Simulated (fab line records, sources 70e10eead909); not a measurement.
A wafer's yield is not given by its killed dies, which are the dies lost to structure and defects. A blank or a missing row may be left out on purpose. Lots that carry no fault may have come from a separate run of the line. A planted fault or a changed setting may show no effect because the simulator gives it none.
fab line records	flow nand-harc
record lots=24	wafers=72	last-day=34
route steps=1302 shown P_GATE@124 P_CONTACT@247 P_M1@317 P_M2@350
lots untouched by any fault: they come from a run of this same line in which no faults occurred
start-h: hours from the record's first day to the start of the lot's first wafer shown	wait-h: hours elapsed since this lot's preceding step	" unchanged from the row above	L1.1+2: a single row standing in for several wafers	- value missing, or start not given	* or withheld: withheld	< > ~ a bound
route shown NAME@n: names a module that has steps shown in the file, with the first one's number in the route	usual: the fault-free wafers' mean and standard deviation	same: alike in all rows	chamber/n: place in a boat	sites: per-site readings	_std_site: standard deviation of those values	_edge_site: mean of outer sites minus mean of inner sites	radius-mm: how far each site lies from the wafer's centre	mask NAME#n: copy n	behind: tool/chamber where the wafer was last shaped	hold: why the lot went on hold/how many hours it stayed there/how the hold came to an end	device: which transistor (n, p or np) failed to switch	end of line: at the end of the route, the tests of the same wafers	where a step has no rows: the recipe by itself	killed: not the wafer's yield, but the dies lost to structure and defects at the first sort	map: a wafer's dies, x killed, . not, _ none there
set.NAME: setting as actually run; set.NAME@STEP: the setting as run at that earlier step	model.NAME: the simulator's own value behind a step, which no gauge read
the route's steps for a sample of lots (tables are steps, rows are wafers)
services: a tool's chamber out of use, with start hour (start-h, from the record's first day; less than 0 if before it), hours out, and reason
## steps
# step NHARC_P_GATE_DESCUM_13
# recipe time-s=3	o2-flow-sccm=200	ar-flow-sccm=0	bias-power-w=0	chemistry=O2
# usual drypump-motor-current-A=5.6/0.42	oes-product-au=1.003/0.0097	rf-vpp-V=57.8/0.93	showerhead-plenum-p-Torr=1.92/0.081	throttle-valve-pct=11.311/0.0093
lot.wafer	tool	chamber	start-h	wait-h	drypump-motor-current-A	oes-product-au	rf-hours-counter-h	rf-vpp-V	showerhead-plenum-p-Torr	throttle-valve-pct
L074.3	rie-diel-01	1	87.14	-	5.6	0.994	3.9	56.6	1.80	11.313
L074.2	"	2	"	"	6.1	1.004	4.1	58.3	1.82	11.302
L074.5	"	0	"	"	6.1	0.992	-	58.7	1.96	11.319
L075.1	rie-diel-01	3	94.30	-	4.8	1.006	5.5	59.1	2.01	11.311
L075.4	"	0	"	"	6.1	0.984	5.0	58.7	1.96	11.307
L075.2	"	1	"	"	5.6	1.004	4.5	56.5	1.80	11.300
L076.2	rie-diel-01	0	106.64	-	6.1	0.995	6.3	58.3	1.96	11.324
L076.1	"	1	"	"	5.6	1.012	5.2	59.0	1.80	11.314
L076.6	"	0	"	"	6.1	0.985	-	59.9	1.96	11.312
L077.2	rie-diel-01	1	110.92	-	5.6	1.012	5.3	56.4	1.80	11.330
L077.5	"	3	"	"	4.8	0.996	-	57.7	2.01	11.322
L077.6	"	0	"	"	6.1	0.993	-	56.8	1.96	11.296
L078.2	rie-diel-10	1	122.70	-	5.8	0.987	4.0	57.0	1.83	11.293
L078.3	"	2	"	"	5.5	1.000	3.4	58.8	1.89	11.307
L078.6	"	1	"	"	5.8	0.988	-	59.4	1.83	11.303
L079.1	rie-diel-10	0	132.54	-	5.9	0.990	3.8	58.8	2.00	11.302
L079.3	"	2	"	"	5.4	0.998	3.6	56.7	1.89	11.299
L079.6	"	0	"	"	5.9	0.982	-	56.5	2.00	11.319
L080.2	rie-diel-10	1	143.55	-	5.8	0.990	4.4	57.0	1.83	11.319
L080.3	"	2	"	"	5.5	1.007	3.9	57.3	1.89	11.309
L080.5	"	0	"	"	5.9	0.989	-	57.5	2.00	11.289
L082.2	rie-diel-03	3	159.52	-	5.7	1.014	2.7	58.4	1.90	11.301
L082.4	"	0	"	"	5.9	1.011	3.5	58.1	2.00	11.320
L082.3	"	2	"	"	4.9	1.011	2.4	59.8	1.95	11.307
L081.3	rie-diel-03	2	159.71	-	4.9	0.995	2.4	56.6	1.95	11.314
L081.5	"	0	"	"	5.9	1.004	-	58.5	2.00	11.306
L081.6	"	1	"	"	5.7	1.001	-	59.3	2.04	11.318
L083.2	rie-diel-01	3	175.28	-	4.8	1.000	10.4	58.1	2.01	11.306
L083.6	"	2	"	"	6.1	0.996	-	57.6	1.82	11.319
L083.5	"	3	"	"	4.8	1.013	-	58.9	2.01	11.317
L084.4	rie-diel-03	2	179.86	-	4.9	1.006	3.6	57.8	1.95	11.309
L084.1	"	3	"	"	5.7	1.016	3.9	57.8	1.90	11.308
L084.2	"	1	"	"	5.7	1.000	4.9	57.8	2.04	11.316
L085.3	rie-diel-01	2	188.50	-	6.1	1.001	9.3	58.4	1.82	11.311
L085.1	"	1	"	"	5.6	0.993	8.0	58.2	1.80	11.315
L085.6	"	3	"	"	4.8	1.019	-	57.4	2.01	11.335
L086.1	rie-diel-03	3	205.34	-	5.7	1.020	5.9	57.7	1.90	11.304
L086.6	"	1	"	"	5.7	1.006	-	58.1	2.04	11.309
L086.5	"	2	"	"	4.9	1.004	-	57.3	1.95	11.314
L087.4	rie-diel-03	3	215.22	-	5.7	1.017	6.0	57.4	1.90	11.327
L087.3	"	1	"	"	5.6	1.008	6.2	57.7	2.04	11.318
L087.6	"	0	"	"	6.0	1.011	-	57.8	2.00	11.302
L088.3	rie-diel-10	2	227.67	-	5.5	1.011	8.5	57.4	1.89	11.298
L088.6	"	1	"	"	5.8	0.985	-	57.8	1.83	11.307
L088.5	"	2	"	"	5.5	1.016	-	58.1	1.89	11.339
L089.3	rie-diel-03	0	232.06	-	5.9	1.021	7.4	58.1	2.00	11.301
L089.4	"	3	"	"	5.7	1.008	7.1	58.9	1.90	11.296
L089.6	"	0	"	"	5.9	1.016	-	58.0	2.00	11.315
L091.1	rie-diel-01	3	249.97	-	4.8	1.014	1.8	58.6	2.01	11.305
L091.2	"	0	"	"	6.1	1.000	1.8	57.1	1.96	11.306
L091.3	"	1	"	"	5.6	1.020	1.9	57.7	1.80	11.320
L090.2	rie-diel-01	3	250.14	-	4.8	0.996	1.8	58.6	2.01	11.329
L090.4	"	0	"	"	6.1	1.000	1.8	58.5	1.96	11.317
L090.5	"	1	"	"	5.6	0.997	-	57.7	1.80	11.319
L092.4	rie-diel-10	2	262.20	-	5.5	1.000	0.7	56.7	1.89	11.290
L092.6	"	2	"	"	5.5	1.007	-	58.5	1.89	11.310
L092.5	"	3	"	"	5.7	1.009	-	56.3	1.85	11.297
L094.1	rie-diel-01	2	278.37	-	6.1	0.998	3.3	58.0	1.81	11.308
L094.2	"	3	"	"	4.8	1.011	3.4	58.5	2.01	11.316
L094.3	"	0	"	"	6.1	1.008	4.0	57.9	1.96	11.319
L093.4	rie-diel-10	2	278.41	-	5.4	0.995	1.1	58.1	1.89	11.315
L093.3	"	3	"	"	5.7	1.008	0.9	57.3	1.85	11.314
L093.1	"	1	"	"	5.8	0.988	1.2	60.1	1.83	11.315
L095.4	rie-diel-10	2	288.23	-	5.4	0.997	1.1	57.6	1.89	11.311
L095.5	"	2	"	"	5.4	1.001	-	58.8	1.89	11.308
L095.6	"	3	"	"	5.7	1.008	-	59.4	1.85	11.295
L096.2	rie-diel-01	1	316.10	-	5.6	1.006	6.6	57.4	1.80	11.313
L096.3	"	2	"	"	6.1	0.997	6.2	56.9	1.81	11.306
L096.6	"	2	"	"	6.1	0.997	-	58.2	1.81	11.307
L097.3	rie-diel-03	3	316.26	-	5.7	1.015	0.5	56.9	1.90	11.313
L097.2	"	2	"	"	4.9	0.995	0.4	57.0	1.95	11.313
L097.5	"	3	"	"	5.7	1.000	-	57.0	1.90	11.323
# step NHARC_P_GATE_STRIP_108
# recipe o2-flow-sccm=500	ar-flow-sccm=0	bias-w=0	chemistry=O2
# usual drypump-motor-current-A=5.7/0.35	oes-product-au=1.003/0.011	rf-vpp-V=57.8/0.87	showerhead-plenum-p-Torr=3.52/0.13	throttle-valve-pct=17.037/0.0088
# same bias-w=0
lot.wafer	tool	chamber	start-h	wait-h	drypump-motor-current-A	oes-product-au	rf-hours-counter-h	rf-vpp-V	showerhead-plenum-p-Torr	throttle-valve-pct
L074.2	rie-diel-10	2	102.03	-	5.5	0.996	2	56.7	3.50	17.048
L074.3	"	3	"	"	5.7	1.000	2	55.9	3.43	17.038
L074.5	"	1	"	"	5.8	0.987	-	58.1	3.38	17.048
L075.1	rie-diel-01	2	109.50	-	6.1	0.999	6	57.1	3.36	17.043
L075.2	"	3	"	"	4.8	1.003	7	57.4	3.70	17.041
L075.4	"	0	"	"	6.1	0.993	6	57.8	3.61	17.034
L076.1	rie-diel-03	0	122.08	-	5.9	1.031	0	58.6	3.68	17.033
L076.2	"	2	"	"	4.9	1.008	0	58.8	3.59	17.033
L076.6	"	1	"	"	5.7	1.020	-	59.0	3.75	17.040
L077.2	rie-diel-03	3	125.73	-	5.7	1.009	0	57.4	3.51	17.032
L077.6	"	3	"	"	5.7	1.015	-	58.5	3.51	17.030
L077.5	"	0	"	"	5.9	1.015	-	58.7	3.68	17.036
L078.2	rie-diel-10	3	138.95	-	5.7	1.019	3	58.4	3.43	17.029
L078.3	"	0	"	"	5.9	0.986	4	58.8	3.67	17.040
L078.6	"	3	"	"	5.7	1.006	-	57.4	3.42	17.019
L079.3	rie-diel-01	0	147.81	-	6.1	0.978	7	57.3	3.61	17.036
L079.1	"	1	"	"	5.6	0.996	6	57.8	3.34	17.034
L079.6	"	3	"	"	4.8	0.991	-	56.9	3.70	17.029
L080.2	rie-diel-03	1	160.30	-	5.7	1.003	3	59.9	3.74	17.020
L080.3	"	0	"	"	5.9	1.006	4	57.9	3.68	17.045
L080.5	"	2	"	"	4.9	1.003	-	58.3	3.59	17.055
L081.3	rie-diel-10	0	174.52	-	5.9	1.003	6	57.6	3.67	17.036
L081.6	"	1	"	"	5.8	0.977	-	58.4	3.38	17.044
L081.5	"	2	"	"	5.5	1.010	-	56.9	3.49	17.042
L082.2	rie-diel-10	0	174.94	-	5.9	1.005	6	57.0	3.67	17.045
L082.3	"	1	"	"	5.7	0.988	7	58.6	3.38	17.032
L082.4	"	2	"	"	5.4	1.028	6	59.4	3.49	17.021
L083.2	rie-diel-03	3	193.66	-	5.7	0.999	5	57.0	3.50	17.035
L083.5	"	3	"	"	5.7	1.012	-	57.3	3.50	17.055
L083.6	"	0	"	"	5.9	1.009	-	58.2	3.68	17.025
L084.4	rie-diel-01	0	199.64	-	6.1	0.990	11	60.9	3.60	17.037
L084.1	"	1	"	"	5.6	1.003	10	58.2	3.34	17.030
L084.2	"	3	"	"	4.8	0.996	12	57.5	3.70	17.046
L085.3	rie-diel-10	2	204.24	-	5.5	1.022	8	57.9	3.49	17.029
L085.1	"	3	"	"	5.7	1.014	7	57.4	3.42	17.036
L085.6	"	2	"	"	5.5	1.019	-	57.4	3.49	17.041
L086.1	rie-diel-10	0	228.44	-	5.9	0.990	9	58.6	3.67	17.026
L086.5	"	1	"	"	5.8	0.978	-	57.6	3.38	17.051
L086.6	"	2	"	"	5.4	1.005	-	58.8	3.49	17.040
L087.3	rie-diel-01	1	232.21	-	5.7	1.014	1	56.6	3.34	17.029
L087.4	"	2	"	"	6.1	0.985	-	56.6	3.36	17.047
L087.6	"	3	"	"	4.8	1.006	-	57.4	3.69	17.028
L088.3	rie-diel-10	0	242.32	-	5.9	0.998	10	57.0	3.67	17.037
L088.5	"	3	"	"	5.7	1.003	-	58.5	3.42	17.037
L088.6	"	0	"	"	5.9	0.996	-	59.6	3.67	17.040
L089.4	rie-diel-10	0	251.92	-	5.9	1.005	0	59.4	3.67	17.033
L089.3	"	2	"	"	5.4	1.004	0	57.4	3.49	17.021
L089.6	"	1	"	"	5.8	1.001	-	56.8	3.38	17.043
L090.2	rie-diel-10	2	264.41	-	5.5	1.000	1	58.6	3.49	17.043
L090.5	"	3	"	"	5.7	1.008	-	57.3	3.42	17.046
L090.4	"	2	"	"	5.4	1.002	-	57.5	3.49	17.046
L091.1	rie-diel-03	1	264.92	-	5.7	1.013	9	58.3	3.74	17.022
L091.3	"	2	"	"	4.9	1.010	9	58.7	3.59	17.039
L091.2	"	0	"	"	5.9	1.017	10	57.0	3.67	17.039
L092.4	rie-diel-10	2	276.58	-	5.5	0.994	1	58.2	3.49	17.050
L092.6	"	2	"	"	5.4	1.003	-	57.3	3.49	17.042
L092.5	"	3	"	"	5.7	1.024	-	57.7	3.42	17.047
L094.2	rie-diel-01	1	292.92	-	5.6	1.015	6	56.9	3.33	17.021
L094.3	"	3	"	"	4.8	1.004	6	57.5	3.69	17.040
L094.1	"	0	"	"	6.1	0.993	6	56.9	3.60	17.037
L093.4	rie-diel-01	1	293.57	-	5.6	1.008	6	56.7	3.33	17.044
L093.3	"	2	"	"	6.2	1.011	5	57.8	3.36	17.044
L093.1	"	3	"	"	4.8	1.002	6	58.1	3.69	17.039
L095.4	rie-diel-01	2	305.84	-	6.1	1.001	6	58.3	3.36	17.047
L095.5	"	0	"	"	6.1	0.993	-	57.2	3.60	17.034
L095.6	"	1	"	"	5.6	1.001	-	57.3	3.33	17.033
L097.2	rie-diel-03	0	332.44	-	5.9	1.016	2	57.8	3.67	17.026
L097.3	"	2	"	"	5.0	1.001	2	56.8	3.59	17.039
L097.5	"	2	"	"	5.0	0.997	-	58.5	3.59	17.021
L096.3	rie-diel-10	1	332.67	-	5.8	0.995	4	57.8	3.38	17.028
L096.2	"	3	"	"	5.7	1.011	3	56.9	3.42	17.045
L096.6	"	1	"	"	5.8	0.984	-	58.0	3.38	17.043
# step NHARC_P_GATE_STRIP_76
# recipe power-w=1500	temp-c=250	chemistry=O2
# usual drypump-motor-current-A=5.60/0.23	heater-power-w=337/20
lot.wafer	tool	chamber	start-h	wait-h	drypump-motor-current-A	heater-power-w	rf-hours-counter-h
L074.2	plasma-asher-02	1	115.81	0.2	5.97	308	6
L074.3	"	1	"	"	5.97	305	-
L074.5	"	0	"	"	5.41	344	-
L075.2	plasma-asher-02	0	123.07	0.2	5.41	349	7
L075.1	"	1	"	"	5.97	303	7
L075.4	"	1	"	"	6.02	299	-
L076.1	plasma-asher-01	1	135.59	0.2	5.48	339	28
L076.2	"	0	"	"	5.47	342	28
L076.6	"	0	"	"	5.49	344	-
L077.2	plasma-asher-01	1	139.39	0.2	5.52	339	30
L077.6	"	1	"	"	5.52	346	-
L077.5	"	0	"	"	5.48	337	-
L078.2	plasma-asher-02	1	154.79	0.2	5.97	304	13
L078.3	"	1	"	"	5.98	310	-
L078.6	"	1	"	"	5.98	302	-
L079.1	plasma-asher-02	0	161.63	0.2	5.40	344	15
L079.3	"	1	"	"	5.93	311	-
L079.6	"	0	"	"	5.42	348	-
L080.2	plasma-asher-02	0	174.20	0.2	5.41	346	19
L080.3	"	0	"	"	5.41	337	-
L080.5	"	1	"	"	5.96	307	-
L081.3	plasma-asher-01	1	188.05	0.1	5.48	345	-
L081.5	"	0	"	"	5.48	354	-
L081.6	"	1	"	"	5.51	345	-
L082.2	plasma-asher-02	1	188.61	0.2	5.96	298	21
L082.3	"	0	"	"	5.43	336	-
L082.4	"	1	"	"	5.97	305	-
L083.2	plasma-asher-02	0	207.39	0.2	5.43	350	25
L083.6	"	1	"	"	5.96	309	-
L083.5	"	0	"	"	5.44	354	-
L084.2	plasma-asher-01	0	213.61	0.2	5.47	351	8
L084.1	"	1	"	"	5.50	344	8
L084.4	"	0	"	"	5.46	355	-
L085.1	plasma-asher-02	1	217.93	0.2	5.95	295	27
L085.3	"	1	"	"	5.95	300	-
L085.6	"	1	"	"	5.98	309	-
L086.1	plasma-asher-01	0	241.99	0.2	5.51	354	13
L086.5	"	0	"	"	5.49	348	-
L086.6	"	1	"	"	5.46	350	-
L087.3	plasma-asher-01	1	245.66	0.2	5.51	345	-
L087.4	"	0	"	"	5.48	353	-
L087.6	"	0	"	"	5.47	361	-
L088.3	plasma-asher-01	0	255.98	0.1	5.46	346	-
L088.5	"	1	"	"	5.48	338	-
L088.6	"	0	"	"	5.45	355	-
L089.3	plasma-asher-01	1	265.67	0.2	5.52	340	-
L089.4	"	0	"	"	5.45	343	-
L089.6	"	1	"	"	5.50	347	-
L090.2	plasma-asher-02	1	278.09	0.2	5.98	313	3
L090.4	"	0	"	"	5.39	359	-
L090.5	"	1	"	"	5.94	309	-
L091.2	plasma-asher-01	1	278.57	0.2	5.48	350	23
L091.1	"	0	"	"	5.47	348	23
L091.3	"	1	"	"	5.51	351	-
L092.4	plasma-asher-02	0	290.31	0.1	5.39	358	-
L092.6	"	1	"	"	5.98	313	-
L092.5	"	0	"	"	5.40	367	-
L094.1	plasma-asher-01	0	306.57	0.2	5.46	348	28
L094.2	"	1	"	"	5.51	352	28
L094.3	"	0	"	"	5.48	355	-
L093.1	plasma-asher-02	1	307.19	0.2	5.97	309	9
L093.4	"	0	"	"	5.42	360	-
L093.3	"	1	"	"	5.98	304	-
L095.4	plasma-asher-02	0	319.62	0.1	5.38	362	-
L095.5	"	1	"	"	5.95	318	-
L095.6	"	0	"	"	5.42	364	-
L097.2	plasma-asher-02	1	346.37	0.2	5.97	314	18
L097.3	"	1	"	"	6.00	315	-
L097.5	"	1	"	"	5.97	305	-
L096.2	plasma-asher-02	1	350.48	3.6	5.93	311	19
L096.3	"	0	"	"	5.41	357	-
L096.6	"	1	"	"	5.93	305	-
# step NHARC_P_CONTACT_ALD_22
# recipe target-thk-a=30	pulse-time-s=1	ald-cycles=150	temp-c=450	material=TiN
# usual heater-power-w=1049/110	precursor-pulse-height-rel=1.000/0.019
lot.wafer	tool	chamber	start-h	wait-h	heater-power-w	precursor-pulse-height-rel
L074.3	ald-metal-01	2	123.29	-	1091	0.993
L074.2	"	0	"	"	1002	0.987
L074.5	"	3	"	"	1016	0.973
L075.4	ald-metal-02	1	130.79	-	1128	1.001
L075.1	"	2	"	"	1185	1.001
L075.2	"	3	"	"	994	1.002
L076.1	ald-metal-04	3	143.15	-	977	0.991
L076.2	"	1	"	"	1224	0.978
L076.6	"	3	"	"	998	0.968
L077.2	ald-metal-02	0	146.95	-	837	1.000
L077.6	"	0	"	"	846	0.978
L077.5	"	1	"	"	1138	1.001
L078.2	ald-metal-01	1	162.38	-	1004	0.993
L078.3	"	3	"	"	1029	1.041
L078.6	"	0	"	"	988	0.999
L079.1	ald-metal-02	1	170.02	-	1167	0.961
L079.3	"	2	"	"	1234	0.970
L079.6	"	1	"	"	1153	0.994
L080.3	ald-metal-02	2	181.85	-	1223	1.000
L080.2	"	3	"	"	1016	1.003
L080.5	"	0	"	"	849	1.013
L081.3	ald-metal-02	3	195.74	-	1018	1.009
L081.6	"	2	"	"	1203	0.999
L081.5	"	3	"	"	1023	0.995
L082.2	ald-metal-04	1	196.45	-	1222	1.000
L082.3	"	3	"	"	987	1.019
L082.4	"	0	"	"	1053	1.019
L083.2	ald-metal-02	0	215.13	-	874	1.015
L083.5	"	0	"	"	840	1.009
L083.6	"	1	"	"	1157	1.002
L084.1	ald-metal-02	1	221.29	-	1155	0.957
L084.2	"	2	"	"	1203	0.989
L084.4	"	3	"	"	989	1.019
L085.3	ald-metal-02	0	230.09	-	851	1.008
L085.1	"	1	"	"	1126	0.980
L085.6	"	2	"	"	1186	1.006
L086.1	ald-metal-02	1	249.61	-	1142	1.033
L086.6	"	1	"	"	1135	0.977
L086.5	"	2	"	"	1197	0.981
L087.3	ald-metal-04	1	253.73	-	1216	1.017
L087.4	"	2	"	"	1015	0.982
L087.6	"	3	"	"	985	0.992
L088.3	ald-metal-04	3	263.58	-	984	1.030
L088.6	"	0	"	"	1030	1.035
L088.5	"	1	"	"	1238	1.012
L089.3	ald-metal-04	2	273.65	-	1032	1.001
L089.4	"	1	"	"	1209	0.981
L089.6	"	3	"	"	996	0.990
L090.2	ald-metal-02	2	285.49	-	1190	0.993
L090.4	"	3	"	"	986	1.007
L090.5	"	1	"	"	1192	0.987
L091.2	ald-metal-01	2	286.10	-	1022	0.970
L091.1	"	3	"	"	935	1.018
L091.3	"	1	"	"	948	1.002
L092.4	ald-metal-02	3	298.34	-	962	0.996
L092.6	"	1	"	"	1167	1.009
L092.5	"	2	"	"	1192	0.984
L094.3	ald-metal-04	3	314.09	-	1065	1.002
L094.1	"	0	"	"	1072	0.974
L094.2	"	1	"	"	1198	1.011
L093.4	ald-metal-01	2	314.93	-	1033	1.039
L093.3	"	3	"	"	928	0.999
L093.1	"	1	"	"	982	1.011
L095.4	ald-metal-04	2	327.30	-	1039	0.962
L095.6	"	2	"	"	1037	1.008
L095.5	"	3	"	"	1069	0.993
L097.3	ald-metal-02	0	357.30	-	851	0.976
L097.2	"	3	"	"	956	1.029
L097.5	"	1	"	"	1176	1.036
L096.3	ald-metal-01	0	358.11	-	1005	1.000
L096.2	"	1	"	"	989	0.972
L096.6	"	0	"	"	975	1.007
# step NHARC_P_M1_DEP_33
# recipe target-thk-a=300	temp-c=370	target-thk-nm=30	pressure-torr=3	flow-sccm=200	rf-w=450	material=SiCN
# usual heater-power-w=562/76
lot.wafer	tool	chamber	start-h	wait-h	heater-power-w
L074.2	pecvd-04	1	132.41	0.1	566
L074.3	"	2	"	"	581
L074.5	"	2	"	"	600
L075.1	pecvd-04	2	140.56	0.1	585
L075.2	"	1	"	"	549
L075.4	"	0	"	"	684
L076.2	pecvd-04	2	152.15	0.1	591
L076.1	"	0	"	"	691
L076.6	"	1	"	"	528
L077.2	pecvd-02	1	156.50	0.1	531
L077.6	"	1	"	"	533
L077.5	"	2	"	"	466
L078.3	pecvd-03	2	171.59	0.1	518
L078.2	"	1	"	"	511
L078.6	"	2	"	"	528
L079.3	pecvd-04	2	179.46	0.1	577
L079.1	"	0	"	"	707
L079.6	"	0	"	"	714
L080.2	pecvd-02	0	191.07	0.1	598
L080.3	"	1	"	"	533
L080.5	"	2	"	"	487
L081.3	pecvd-02	0	204.97	0.1	653
L081.6	"	1	"	"	528
L081.5	"	0	"	"	646
L082.2	pecvd-02	1	205.69	0.1	560
L082.3	"	2	"	"	469
L082.4	"	0	"	"	596
L083.2	pecvd-04	2	224.44	0.1	627
L083.5	"	0	"	"	718
L083.6	"	2	"	"	630
L084.2	pecvd-04	2	230.93	0.1	624
L084.1	"	0	"	"	678
L084.4	"	0	"	"	695
L085.1	pecvd-04	2	239.84	0.1	582
L085.3	"	0	"	"	685
L085.6	"	2	"	"	591
L086.1	pecvd-02	1	258.91	0.1	458
L086.6	"	0	"	"	592
L086.5	"	1	"	"	452
L087.3	pecvd-02	2	262.88	0.1	442
L087.6	"	0	"	"	575
L087.4	"	1	"	"	464
L088.3	pecvd-03	1	272.74	0.1	575
L088.5	"	2	"	"	579
L088.6	"	0	"	"	613
L089.3	pecvd-03	1	282.73	0.1	571
L089.4	"	2	"	"	575
L089.6	"	0	"	"	552
L090.2	pecvd-02	2	294.59	0.1	460
L090.4	"	1	"	"	491
L090.5	"	2	"	"	461
L091.3	pecvd-02	1	295.78	0.1	446
L091.2	"	2	"	"	488
L091.1	"	0	"	"	652
L092.5	pecvd-02	1	307.66	0.2	483
L092.4	"	2	"	"	426
L092.6	"	0	"	"	598
L094.2	pecvd-02	0	323.10	0.1	593
L094.1	"	1	"	"	519
L094.3	"	2	"	"	461
L093.3	pecvd-03	0	324.71	0.1	599
L093.1	"	1	"	"	621
L093.4	"	2	"	"	532
L095.4	pecvd-04	0	336.61	0.2	635
L095.6	"	1	"	"	583
L095.5	"	2	"	"	596
L097.2	pecvd-02	2	366.46	0.1	437
L097.3	"	0	"	"	634
L097.5	"	0	"	"	621
L096.3	pecvd-02	0	367.35	0.1	637
L096.2	"	1	"	"	511
L096.6	"	1	"	"	520
# step NHARC_P_M2_DEP_33
# recipe target-thk-a=300	temp-c=370	target-thk-nm=30	pressure-torr=3	flow-sccm=200	rf-w=450	material=SiCN
# usual heater-power-w=593/75
lot.wafer	tool	chamber	start-h	wait-h	heater-power-w
L074.3	pecvd-02	2	136.76	0.1	457
L074.2	"	1	"	"	545
L074.5	"	0	"	"	669
L075.1	pecvd-04	0	144.72	0.1	608
L075.2	"	2	"	"	595
L075.4	"	1	"	"	616
L076.2	pecvd-04	2	156.22	0.1	644
L076.1	"	0	"	"	700
L076.6	"	2	"	"	624
L077.2	pecvd-04	2	160.61	0.1	643
L077.5	"	0	"	"	716
L077.6	"	2	"	"	625
L078.3	pecvd-02	2	175.77	0.1	448
L078.2	"	0	"	"	653
L078.6	"	1	"	"	543
L079.1	pecvd-04	2	183.63	0.1	592
L079.3	"	0	"	"	669
L079.6	"	2	"	"	610
L080.3	pecvd-04	2	195.50	0.1	565
L080.2	"	0	"	"	731
L080.5	"	0	"	"	724
L081.3	pecvd-04	0	209.06	0.1	732
L081.6	"	1	"	"	604
L081.5	"	2	"	"	624
L082.2	pecvd-03	1	209.94	0.1	529
L082.3	"	2	"	"	561
L082.4	"	0	"	"	556
L083.2	pecvd-04	1	228.57	0.1	568
L083.6	"	1	"	"	571
L083.5	"	0	"	"	713
L084.1	pecvd-04	2	235.64	0.1	639
L084.2	"	0	"	"	688
L084.4	"	2	"	"	614
L085.1	pecvd-02	1	244.18	0.1	522
L085.3	"	2	"	"	472
L085.6	"	1	"	"	519
L086.1	pecvd-04	2	263.03	0.1	638
L086.6	"	2	"	"	649
L086.5	"	0	"	"	684
L087.3	pecvd-03	2	266.96	0.1	603
L087.4	"	2	"	"	591
L087.6	"	0	"	"	582
L088.3	pecvd-03	2	277.02	0.1	564
L088.6	"	0	"	"	609
L088.5	"	2	"	"	570
L089.3	pecvd-03	2	286.80	0.1	596
L089.6	"	2	"	"	596
L089.4	"	0	"	"	532
L090.2	pecvd-04	1	298.72	0.1	548
L090.4	"	0	"	"	747
L090.5	"	1	"	"	551
L091.1	pecvd-02	2	299.99	0.1	470
L091.3	"	0	"	"	593
L091.2	"	1	"	"	530
L092.6	pecvd-02	0	311.94	0.2	538
L092.5	"	1	"	"	509
L092.4	"	2	"	"	459
L094.1	pecvd-03	0	327.33	0.1	602
L094.3	"	1	"	"	565
L094.2	"	2	"	"	594
L093.1	pecvd-04	1	328.76	0.1	625
L093.3	"	0	"	"	764
L093.4	"	2	"	"	635
L095.4	pecvd-04	1	340.66	0.2	574
L095.6	"	2	"	"	617
L095.5	"	0	"	"	705
L097.2	pecvd-02	1	370.75	0.1	514
L097.3	"	0	"	"	647
L097.5	"	2	"	"	498
L096.2	pecvd-02	2	371.62	0.1	412
L096.3	"	0	"	"	634
L096.6	"	2	"	"	420
## services
tool	chamber	start-h	hours	kind
rie-diel-10	-	65.50	9.0	pm
plasma-asher-02	-	77.22	9.0	pm
pecvd-04	-	88.00	13.0	pm
rie-diel-03	-	104.45	9.0	pm
pecvd-02	-	135.45	1.2	repair
pecvd-04	1	161.88	6.9	repair
rie-diel-01	2	192.03	7.2	repair
rie-diel-01	-	203.80	9.0	pm
rie-diel-03	-	217.78	1.6	repair
rie-diel-01	0	220.17	5.0	repair
pecvd-02	-	227.11	13.0	pm
rie-diel-01	0	231.12	6.9	repair
rie-diel-10	-	242.50	9.0	pm
plasma-asher-02	-	254.22	9.0	pm
rie-diel-10	0	263.36	3.4	repair
rie-diel-10	3	264.92	4.9	repair
pecvd-04	-	269.00	13.0	pm
rie-diel-03	-	281.45	9.0	pm
rie-diel-01	-	283.29	2.2	repair
rie-diel-03	1	316.79	4.0	repair
plasma-asher-02	-	328.75	3.6	repair
plasma-asher-02	-	332.96	3.0	repair
rie-diel-01	2	342.79	9.9	repair
rie-diel-01	1	360.47	4.9	repair
## key
fault none
